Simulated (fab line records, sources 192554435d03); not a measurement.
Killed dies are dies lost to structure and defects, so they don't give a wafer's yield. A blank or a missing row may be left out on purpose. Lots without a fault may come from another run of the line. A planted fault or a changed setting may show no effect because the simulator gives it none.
Chamber matching | flow n5_finfet | N5_BEOL_M2_ETCH_69 on rie_diel-02: 4 sister chambers
The step etches SiARC in CF4, target depth 15.6 nm, time 26 s. 4 wafers are shown with their chamber, then 10 later ones without.

WAFERS WITH THEIR CHAMBER
wafer  | chamber | showerhead_plenum_p_Torr (Torr)
L092.4 | 2       | 2.14
L092.6 | 0       | 2.21
L093.2 | 3       | 2.28
L093.4 | 1       | 2.27

WAFERS WITHOUT THEIR CHAMBER
wafer  | showerhead_plenum_p_Torr (Torr)
L093.5 | 2.28
L094.2 | 2.27
L094.4 | 2.20
L094.6 | 2.14
L095.1 | 2.14
L095.4 | 2.27
L095.5 | 2.20
L097.4 | 2.27
L097.5 | 2.14
L097.6 | 2.27

WHICH CHAMBER EACH WENT THROUGH
wafer  | from the rows above | in truth
L093.5 | 3                   | 3
L094.2 | 1                   | 1
L094.4 | 0                   | 0
L094.6 | 2                   | 2
L095.1 | 2                   | 2
L095.4 | 1                   | 1
L095.5 | 0                   | 0
L097.4 | 1                   | 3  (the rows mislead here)
L097.5 | 2                   | 2
L097.6 | 1                   | 1
Placed correctly: 9 of 10. Can't be placed from these rows: 0. Placed wrongly: 1.
How it was worked out, from the rows above alone: a wafer's distance from a chamber is the root of the sum, over the readings, of the square of ((its reading less the chamber's mean) divided by the reading's scatter). The wafer belongs to the nearest chamber; if the next one is less than 2 further off, it can't be placed. A chamber's mean is the mean of its shown wafers. The scatter: with one shown wafer a chamber, the root of the mean of the squares of how far each hidden wafer lies from its nearest shown one.
